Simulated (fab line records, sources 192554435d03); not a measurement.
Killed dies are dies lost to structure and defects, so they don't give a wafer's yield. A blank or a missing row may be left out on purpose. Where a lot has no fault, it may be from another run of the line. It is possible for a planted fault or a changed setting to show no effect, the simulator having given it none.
Matching of chambers || flow n5 finfet || N5_HKMG_FIN_ALD_21 on ald metal-03 has 4 sister chambers
The step deposits TiN, target thk 1.5 nm, pulse time 1 s, purge time 3 s. 4 wafers are shown with their chamber, then 11 later ones without.

## WAFERS WITH THEIR CHAMBER
{"wafer": "L089.6", "chamber": 2, "heater power w (W)": 896}
{"wafer": "L090.2", "chamber": 1, "heater power w (W)": 793}
{"wafer": "L090.5", "chamber": 0, "heater power w (W)": 859}
{"wafer": "L091.3", "chamber": 3, "heater power w (W)": 762}

## WAFERS WHOSE CHAMBER IS MISSING
{"wafer": "L091.4", "heater power w (W)": 889}
{"wafer": "L091.6", "heater power w (W)": 791}
{"wafer": "L093.1", "heater power w (W)": 770}
{"wafer": "L093.4", "heater power w (W)": 767}
{"wafer": "L093.6", "heater power w (W)": 907}
{"wafer": "L095.2", "heater power w (W)": 767}
{"wafer": "L095.3", "heater power w (W)": 774}
{"wafer": "L095.6", "heater power w (W)": 928}
{"wafer": "L097.3", "heater power w (W)": 756}
{"wafer": "L097.4", "heater power w (W)": 805}
{"wafer": "L097.6", "heater power w (W)": 884}

## EACH ONE'S CHAMBER
{"wafer": "L091.4", "from the rows above": "can't be placed: 2 or 0", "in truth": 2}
{"wafer": "L091.6", "from the rows above": 1, "in truth": 1}
{"wafer": "L093.1", "from the rows above": "can't be placed: 3 or 1", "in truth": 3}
{"wafer": "L093.4", "from the rows above": "can't be placed: 3 or 1", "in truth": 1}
{"wafer": "L093.6", "from the rows above": 2, "in truth": 2}
{"wafer": "L095.2", "from the rows above": "can't be placed: 3 or 1", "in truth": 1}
{"wafer": "L095.3", "from the rows above": "can't be placed: 3 or 1", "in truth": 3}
{"wafer": "L095.6", "from the rows above": 2, "in truth": 2}
{"wafer": "L097.3", "from the rows above": 3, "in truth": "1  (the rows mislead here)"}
{"wafer": "L097.4", "from the rows above": 1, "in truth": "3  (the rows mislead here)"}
{"wafer": "L097.6", "from the rows above": "can't be placed: 2 or 0", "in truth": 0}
Correct placement for 3 of the 11. Unplaceable from these rows: 6, with the true chamber sitting among the candidates in 6. Wrongly placed: 2.
How it was worked out, from the rows above alone: a wafer's distance from a chamber is the root of the sum, over the readings, of the square of ((its reading less the chamber's mean) divided by the reading's scatter). The wafer belongs to the nearest chamber; if the next one is less than 2 further off, it can't be placed. For every chamber, the mean is computed from those of its wafers that are shown. The scatter: with one shown wafer a chamber, the root of the mean of the squares of how far each hidden wafer lies from its nearest shown one.
